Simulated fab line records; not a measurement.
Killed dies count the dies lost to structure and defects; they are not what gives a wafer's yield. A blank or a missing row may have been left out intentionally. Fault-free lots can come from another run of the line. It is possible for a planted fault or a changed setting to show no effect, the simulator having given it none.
The tool behind it: which one? ; flow n5 finfet ; 24 lots with 72 wafers sampled at 6 steps, on a route of 1938 steps

== WHAT THE GAUGES READ, wafer by wafer ==
N5_MOL_CONTACT_COAG_CD_MEAS_08: the cd target is 28 nm. Usual: cd nm 28.01 nm, standard deviation 0.26.
lot;measured;on;cd nm (nm);flag
L074;day 4 19:41;cd sem-03;28.08 27.49 27.73;
L075;day 5 03:02;cd sem-01;27.52 27.81 28.12;
L076;day 5 04:30;cd sem-03;28.32 28.16 28.14;
L077;day 5 14:56;cd sem-03;27.78 27.94 28.33;
L078;day 5 15:44;cd sem-02;27.57 28.27 27.80;
L079;day 6 02:49;cd sem-02;27.80 28.06 28.05;
L080;day 6 04:37;cd sem-01;28.18 28.09 28.02;
L081;day 6 10:43;cd sem-03;27.98 27.50 27.83;
L082;day 6 16:34;cd sem-01;27.95 27.86 28.25;
L083;day 6 22:29;cd sem-02;27.64 27.56 27.34;
L084;day 7 09:11;cd sem-03;27.81 27.88 27.89;
L085;day 7 10:40;cd sem-02;27.50 28.41 27.85;
L086;day 7 20:48;cd sem-01;28.04 28.50 28.35;
L087;day 7 21:25;cd sem-02;27.82 28.79 28.09;
L088;day 8 08:48;cd sem-03;27.97 28.25 27.89;
L089;day 8 16:03;cd sem-02;28.05 27.89 27.68;
L091;day 8 23:49;cd sem-03;28.31 27.78 28.16;
L090;day 9 08:28;cd sem-03;28.23 28.19 28.58;
L092;day 9 09:11;cd sem-01;28.23 28.24 28.01;
L093;day 9 10:50;cd sem-01;27.95 28.27 28.13;
L094;day 9 19:56;cd sem-02;27.69 28.27 27.97;
L095;day 9 23:36;cd sem-03;28.27 28.07 27.71;
L096;day 10 08:49;cd sem-01;28.07 27.82 27.88;
L097;day 10 10:05;cd sem-01;27.98 28.14 28.17;

N5_MOL_CONTACT_COAG_CD_MEAS_84: the cd target is 25.1 nm. Usual: cd nm 25.11 nm, standard deviation 0.23.
lot;measured;on;cd nm (nm);flag
L074;day 5 06:11;cd sem-03;24.96 25.04 25.32;
L075;day 5 12:12;cd sem-02;25.01 25.17 25.25;
L076;day 5 13:16;cd sem-01;24.79 25.39 25.44;
L077;day 6 03:08;cd sem-02;24.98 25.28 24.96;
L078;day 6 02:05;cd sem-02;25.03 25.11 25.13;
L079;day 6 12:34;cd sem-01;24.92 25.47 25.32;
L080;day 6 13:07;cd sem-03;24.67 25.21 24.67;
L081;day 6 22:11;cd sem-03;25.14 25.10 24.85;
L082;day 7 02:07;cd sem-03;25.01 25.20 25.08;
L083;day 7 09:11;cd sem-02;25.21 25.16 24.84;
L084;day 7 17:58;cd sem-03;25.10 25.16 24.94;
L085;day 7 22:29;cd sem-01;24.86 24.82 25.27;
L086;day 8 06:06;cd sem-02;24.76 24.93 25.00;
L087;day 8 08:41;cd sem-03;25.01 25.00 25.02;
L088;day 8 18:56;cd sem-03;25.57 25.62 25.47;
L089;day 9 03:53;cd sem-01;25.08 25.49 25.42;
L091;day 9 10:09;cd sem-01;25.14 25.03 25.31;
L090;day 9 19:11;cd sem-02;24.80 24.90 24.54;
L092;day 9 22:28;cd sem-02;24.89 24.63 25.19;
L093;day 9 22:38;cd sem-02;24.62 25.11 25.05;
L094;day 10 08:30;cd sem-02;25.08 25.21 24.85;
L095;day 10 11:36;cd sem-02;25.07 25.19 25.40;
L096;day 10 19:39;cd sem-01;25.08 25.05 25.46;
L097;day 10 22:00;cd sem-02;25.31 25.20 25.49;

N5_MOL_CONTACT_COAG_INSPECT_57: inspects for defects (brightfield). Usual: raw defect count 195, standard deviation 52.
lot;measured;on;raw defect count;flag
L074;day 5 06:16;defect inspect-02;172 259 138;
L075;day 5 12:17;defect inspect-02;170 125 197;
L076;day 5 13:22;defect inspect-02;175 159 249;
L077;day 6 03:13;defect inspect-02;164 247 256;
L078;day 6 02:10;defect inspect-02;163 108 142;
L079;day 6 12:38;defect inspect-02;258 216 230;
L080;day 6 13:12;defect inspect-01;174 129 215;
L081;day 6 22:16;defect inspect-01;151 192 247;
L082;day 7 02:12;defect inspect-01;189 168 156;
L083;day 7 09:16;defect inspect-01;318 218 251;
L084;day 7 18:03;defect inspect-01;145 279 258;
L085;day 7 22:35;defect inspect-02;235 302 345;
L086;day 8 06:11;defect inspect-02;99 108 167;
L087;day 8 08:46;defect inspect-01;252 196 224;
L088;day 8 19:01;defect inspect-02;184 156 105;
L089;day 9 03:58;defect inspect-02;203 185 147;
L091;day 9 10:14;defect inspect-01;235 182 174;
L090;day 9 19:17;defect inspect-02;278 261 151;
L092;day 9 22:33;defect inspect-02;178 232 172;
L093;day 9 22:44;defect inspect-02;177 157 196;
L094;day 10 08:35;defect inspect-01;161 180 179;
L095;day 10 11:41;defect inspect-01;120 213 155;
L096;day 10 19:44;defect inspect-01;149 116 103;
L097;day 10 22:06;defect inspect-01;99 143 143;

== WHICH TOOL RAN EACH LOT (tool, then ch and the chambers of the sampled wafers, then the start) ==
lot;N5_MOL_CONTACT_COAG_TI_SIL_19;N5_MOL_CONTACT_COAG_PRE_CLEAN_141;N5_MOL_CONTACT_COAG_SPUTTER_130
L074;pvd sputter-01, day 4 20:58;pvd sputter-01, day 4 22:10;pvd sputter-02, day 5 01:22
L075;pvd sputter-01, day 5 04:58;pvd sputter-01, day 5 05:50;pvd sputter-01, day 5 08:20
L076;pvd sputter-01, day 5 05:34;pvd sputter-03, day 5 06:55;pvd sputter-03, day 5 09:14
L077;pvd sputter-01, day 5 17:29;pvd sputter-03, day 5 18:36;pvd sputter-01, day 5 22:26
L078;pvd sputter-03, day 5 17:23;pvd sputter-01, day 5 18:29;pvd sputter-02, day 5 22:18
L079;pvd sputter-02, day 6 03:49;pvd sputter-02, day 6 05:17;pvd sputter-01, day 6 08:41
L080;pvd sputter-02, day 6 05:37;pvd sputter-02, day 6 06:42;pvd sputter-03, day 6 09:22
L081;pvd sputter-02, day 6 12:06;pvd sputter-01, day 6 14:41;pvd sputter-03, day 6 18:19
L082;pvd sputter-03, day 6 17:57;pvd sputter-01, day 6 18:58;pvd sputter-03, day 6 22:22
L083;pvd sputter-03, day 7 00:05;pvd sputter-02, day 7 02:01;pvd sputter-01, day 7 05:19
L084;pvd sputter-03, day 7 10:46;pvd sputter-01, day 7 11:58;pvd sputter-02, day 7 14:13
L085;pvd sputter-03, day 7 11:39;pvd sputter-03, day 7 12:47;pvd sputter-02, day 7 17:51
L086;pvd sputter-01, day 7 21:59;pvd sputter-02, day 7 23:20;pvd sputter-01, day 8 01:33
L087;pvd sputter-01, day 7 22:28;pvd sputter-03, day 8 00:44;pvd sputter-03, day 8 04:49
L088;pvd sputter-01, day 8 10:17;pvd sputter-01, day 8 11:20;pvd sputter-01, day 8 14:29
L089;pvd sputter-03, day 8 17:46;pvd sputter-03, day 8 20:16;pvd sputter-03, day 8 23:16
L091;pvd sputter-03, day 9 00:49;pvd sputter-02, day 9 03:40;pvd sputter-01, day 9 06:17
L090;pvd sputter-01, day 9 09:36;pvd sputter-02, day 9 10:56;pvd sputter-03, day 9 13:15
L092;pvd sputter-03, day 9 10:10;pvd sputter-01, day 9 12:42;pvd sputter-03, day 9 16:21
L093;pvd sputter-01, day 9 12:52;pvd sputter-01, day 9 13:56;pvd sputter-03, day 9 16:31
L094;pvd sputter-03, day 9 22:23;pvd sputter-01, day 10 02:13;pvd sputter-02, day 10 04:28
L095;pvd sputter-01, day 10 02:23;pvd sputter-01, day 10 03:53;pvd sputter-03, day 10 07:31
L096;pvd sputter-01, day 10 10:02;pvd sputter-01, day 10 11:12;pvd sputter-01, day 10 15:47
L097;pvd sputter-03, day 10 11:35;pvd sputter-01, day 10 15:59;pvd sputter-03, day 10 18:14
- N5_MOL_CONTACT_COAG_TI_SIL_19: material Ti, target thk 4.2 nm, time 15 s.
- N5_MOL_CONTACT_COAG_PRE_CLEAN_141: time 60 s.
- N5_MOL_CONTACT_COAG_SPUTTER_130: material Co, target thk 47.5 nm.

== AS READ BY THE TOOLS THEMSELVES (means over the sampled wafers that have a number; for cases with no such wafer, the mark the record gives instead) ==
N5_MOL_CONTACT_COAG_TI_SIL_19. Usual: throttle valve pct 30.1 %, standard deviation 1.1.
lot;tool;throttle valve pct (%);flag
L074;pvd sputter-01;31.7;
L075;pvd sputter-01;31.4;
L076;pvd sputter-01;31.4;
L077;pvd sputter-01;31.4;
L078;pvd sputter-03;28.8;
L079;pvd sputter-02;29.8;
L080;pvd sputter-02;29.5;
L081;pvd sputter-02;29.7;
L082;pvd sputter-03;29.6;
L083;pvd sputter-03;29.0;
L084;pvd sputter-03;29.5;
L085;pvd sputter-03;29.5;
L086;pvd sputter-01;31.6;
L087;pvd sputter-01;31.1;
L088;pvd sputter-01;30.6;
L089;pvd sputter-03;30.0;
L091;pvd sputter-03;29.1;
L090;pvd sputter-01;31.5;
L092;pvd sputter-03;29.6;
L093;pvd sputter-01;29.9;
L094;pvd sputter-03;29.0;
L095;pvd sputter-01;30.8;
L096;pvd sputter-01;29.6;
L097;pvd sputter-03;29.6;

N5_MOL_CONTACT_COAG_PRE_CLEAN_141. Usual: heater power w 490 W, standard deviation 35.
lot;tool;heater power w (W);flag
L074;pvd sputter-01;461;
L075;pvd sputter-01;518;
L076;pvd sputter-03;520;
L077;pvd sputter-03;475;
L078;pvd sputter-01;497;
L079;pvd sputter-02;502;
L080;pvd sputter-02;482;
L081;pvd sputter-01;499;
L082;pvd sputter-01;495;
L083;pvd sputter-02;482;
L084;pvd sputter-01;515;
L085;pvd sputter-03;487;
L086;pvd sputter-02;492;
L087;pvd sputter-03;494;
L088;pvd sputter-01;488;
L089;pvd sputter-03;480;
L091;pvd sputter-02;460;
L090;pvd sputter-02;467;
L092;pvd sputter-01;489;
L093;pvd sputter-01;487;
L094;pvd sputter-01;497;
L095;pvd sputter-01;510;
L096;pvd sputter-01;503;
L097;pvd sputter-01;520;

N5_MOL_CONTACT_COAG_SPUTTER_130. Usual: throttle valve pct 30.0 %, standard deviation 1.1.
lot;tool;throttle valve pct (%);flag
L074;pvd sputter-02;30.1;
L075;pvd sputter-01;31.6;
L076;pvd sputter-03;29.0;
L077;pvd sputter-01;30.7;
L078;pvd sputter-02;29.7;
L079;pvd sputter-01;30.8;
L080;pvd sputter-03;29.2;
L081;pvd sputter-03;29.5;
L082;pvd sputter-03;29.1;
L083;pvd sputter-01;31.5;
L084;pvd sputter-02;29.6;
L085;pvd sputter-02;29.4;
L086;pvd sputter-01;30.6;
L087;pvd sputter-03;30.5;
L088;pvd sputter-01;30.3;
L089;pvd sputter-03;29.6;
L091;pvd sputter-01;30.8;
L090;pvd sputter-03;29.3;
L092;pvd sputter-03;29.0;
L093;pvd sputter-03;30.4;
L094;pvd sputter-02;29.5;
L095;pvd sputter-03;29.7;
L096;pvd sputter-01;32.1;
L097;pvd sputter-03;29.1;

== THE ANSWER, worked out from the rows above alone ==
Rule: take the mean of a lot's wafers that have a number; if it is more than 3 standard deviations from the usual mean, the lot is off. Also off: a lot with no number at a reading for which 4 or more lots have one. Where the step has rows for the other lots, those lots are counted as sound. After the gauges, taken in route order, come the tools' own readings; for these a lot's mean is taken, as printed above. The first step at which some lot is off is used, and at that step the reading that is off furthest; a lot without a number counts as furthest.
Nothing can be told from this: no lot is off at any reading shown.

== WHAT HAD BEEN PUT IN BY THE SIMULATOR ==
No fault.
